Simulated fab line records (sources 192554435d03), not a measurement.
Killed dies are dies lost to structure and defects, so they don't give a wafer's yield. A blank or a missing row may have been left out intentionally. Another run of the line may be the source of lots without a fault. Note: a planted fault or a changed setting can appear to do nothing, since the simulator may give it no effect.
Split-lot study || flow n5 finfet || 21 wafers read from 7 lots, route of 1938 steps

SPLIT DETAILS
At N5_WELL_APT_COAT_02 (resist thk 950 nm), the setting spin rpm was moved away from the recipe's 1357 rpm on 5 of the 21 wafers read, by -10.9% to +9.3%. The other wafers ran this setting at the recipe's value.

The split's own step is where the reading is taken.

THE READING
coat_of_WELL_APT_COAT_02.thk nm (the simulator's own value, which no gauge read), in nm, at N5_WELL_APT_COAT_02 (resist thk 950 nm). There is no usual value for it anywhere in the file. The 16 wafers here that ran the recipe average 951.6 nm, standard deviation 2.1 nm.

{"wafer": "L075.4", "tool, chamber at the split": "litho track-01, 0", "spin rpm as run, rpm": 1253, "against the recipe": "-7.7%", "coat_of_WELL_APT_COAT_02.thk nm, nm": 987.4, "against lot-mates on the recipe": "+36.4"}
{"wafer": "L075.5", "tool, chamber at the split": "litho track-01, 0", "spin rpm as run, rpm": 1357, "against the recipe": "recipe", "coat_of_WELL_APT_COAT_02.thk nm, nm": 951.8, "against lot-mates on the recipe": "-"}
{"wafer": "L075.6", "tool, chamber at the split": "litho track-01, 0", "spin rpm as run, rpm": 1357, "against the recipe": "recipe", "coat_of_WELL_APT_COAT_02.thk nm, nm": 950.2, "against lot-mates on the recipe": "-"}
{"wafer": "L076.2", "tool, chamber at the split": "litho track-04, 0", "spin rpm as run, rpm": 1357, "against the recipe": "recipe", "coat_of_WELL_APT_COAT_02.thk nm, nm": 952.5, "against lot-mates on the recipe": "-"}
{"wafer": "L076.3", "tool, chamber at the split": "litho track-04, 0", "spin rpm as run, rpm": 1357, "against the recipe": "recipe", "coat_of_WELL_APT_COAT_02.thk nm, nm": 951, "against lot-mates on the recipe": "-"}
{"wafer": "L076.5", "tool, chamber at the split": "litho track-04, 0", "spin rpm as run, rpm": 1357, "against the recipe": "recipe", "coat_of_WELL_APT_COAT_02.thk nm, nm": 951.3, "against lot-mates on the recipe": "-"}
{"wafer": "L077.2", "tool, chamber at the split": "litho track-03, 0", "spin rpm as run, rpm": 1357, "against the recipe": "recipe", "coat_of_WELL_APT_COAT_02.thk nm, nm": 953.2, "against lot-mates on the recipe": "-"}
{"wafer": "L077.3", "tool, chamber at the split": "litho track-03, 0", "spin rpm as run, rpm": 1357, "against the recipe": "recipe", "coat_of_WELL_APT_COAT_02.thk nm, nm": 953.2, "against lot-mates on the recipe": "-"}
{"wafer": "L077.6", "tool, chamber at the split": "litho track-03, 0", "spin rpm as run, rpm": 1357, "against the recipe": "recipe", "coat_of_WELL_APT_COAT_02.thk nm, nm": 955.7, "against lot-mates on the recipe": "-"}
{"wafer": "L080.2", "tool, chamber at the split": "litho track-04, 0", "spin rpm as run, rpm": 1209, "against the recipe": "-10.9%", "coat_of_WELL_APT_COAT_02.thk nm, nm": 1010, "against lot-mates on the recipe": "+57.0"}
{"wafer": "L080.3", "tool, chamber at the split": "litho track-04, 0", "spin rpm as run, rpm": 1357, "against the recipe": "recipe", "coat_of_WELL_APT_COAT_02.thk nm, nm": 953, "against lot-mates on the recipe": "-"}
{"wafer": "L080.5", "tool, chamber at the split": "litho track-04, 0", "spin rpm as run, rpm": 1209, "against the recipe": "-10.9%", "coat_of_WELL_APT_COAT_02.thk nm, nm": 1012, "against lot-mates on the recipe": "+59.0"}
{"wafer": "L087.1", "tool, chamber at the split": "litho track-01, 0", "spin rpm as run, rpm": 1357, "against the recipe": "recipe", "coat_of_WELL_APT_COAT_02.thk nm, nm": 947.6, "against lot-mates on the recipe": "-"}
{"wafer": "L087.3", "tool, chamber at the split": "litho track-01, 0", "spin rpm as run, rpm": 1357, "against the recipe": "recipe", "coat_of_WELL_APT_COAT_02.thk nm, nm": 952.8, "against lot-mates on the recipe": "-"}
{"wafer": "L087.4", "tool, chamber at the split": "litho track-01, 0", "spin rpm as run, rpm": 1357, "against the recipe": "recipe", "coat_of_WELL_APT_COAT_02.thk nm, nm": 948.2, "against lot-mates on the recipe": "-"}
{"wafer": "L092.4", "tool, chamber at the split": "litho track-03, 0", "spin rpm as run, rpm": 1483, "against the recipe": "+9.3%", "coat_of_WELL_APT_COAT_02.thk nm, nm": 911.7, "against lot-mates on the recipe": -41.2}
{"wafer": "L092.5", "tool, chamber at the split": "litho track-03, 0", "spin rpm as run, rpm": 1357, "against the recipe": "recipe", "coat_of_WELL_APT_COAT_02.thk nm, nm": 953.7, "against lot-mates on the recipe": "-"}
{"wafer": "L092.6", "tool, chamber at the split": "litho track-03, 0", "spin rpm as run, rpm": 1357, "against the recipe": "recipe", "coat_of_WELL_APT_COAT_02.thk nm, nm": 952.2, "against lot-mates on the recipe": "-"}
{"wafer": "L097.1", "tool, chamber at the split": "litho track-04, 0", "spin rpm as run, rpm": 1357, "against the recipe": "recipe", "coat_of_WELL_APT_COAT_02.thk nm, nm": 949.1, "against lot-mates on the recipe": "-"}
{"wafer": "L097.4", "tool, chamber at the split": "litho track-04, 0", "spin rpm as run, rpm": 1218, "against the recipe": "-10.2%", "coat_of_WELL_APT_COAT_02.thk nm, nm": 1000, "against lot-mates on the recipe": "+50.5"}
{"wafer": "L097.6", "tool, chamber at the split": "litho track-04, 0", "spin rpm as run, rpm": 1357, "against the recipe": "recipe", "coat_of_WELL_APT_COAT_02.thk nm, nm": 950, "against lot-mates on the recipe": "-"}

FIT RESULTS
A straight line over all 21 wafers: coat_of_WELL_APT_COAT_02.thk nm changes by -4.96 nm for each +1% of spin rpm; r = -0.99; the points scatter about the line by 3 nm.
The same after taking each lot's own level away (the mean of its wafers on the recipe; 21 wafers): -4.98 nm for each +1%; r = -1.00; scatter 2 nm.
The reading moves by 54 nm for the largest change in spin rpm, on that fit.
Across the lots, their own levels run from 949.53 to 954.03 nm, a range of 2.2 times the standard deviation given above.
The two slopes are in agreement: the lot-to-lot level therefore moves the slope only a little.
Check: for one of the wafers moved furthest among these (-10.9%), held out of the fit, the line's prediction against its lot-mates is +54.1 nm. It came out at +57 nm against them.

OTHER SPLITS APPLIED TO THESE WAFERS
Before the reading, these wafers also passed through other splits. Each is held against what the fit with the lots' levels taken away leaves over:
{"other split on the same wafers": "N5_ZERO_LAYER_PECVD_02 time s", "wafers away from the commonest value": 4, "r with coat_of_WELL_APT_COAT_02.thk nm (lot level and that fit taken away)": "+0.61"}
{"other split on the same wafers": "N5_ZERO_LAYER_COAT_05 spin rpm", "wafers away from the commonest value": 10, "r with coat_of_WELL_APT_COAT_02.thk nm (lot level and that fit taken away)": "+0.10"}
{"other split on the same wafers": "N5_ZERO_LAYER_ETCH_18 bias w", "wafers away from the commonest value": 10, "r with coat_of_WELL_APT_COAT_02.thk nm (lot level and that fit taken away)": "+0.36"}

THE FILE'S OWN FIT
coat_of_WELL_APT_COAT_02.thk nm changes by -4.91 nm for each +1% of spin rpm, r = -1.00.
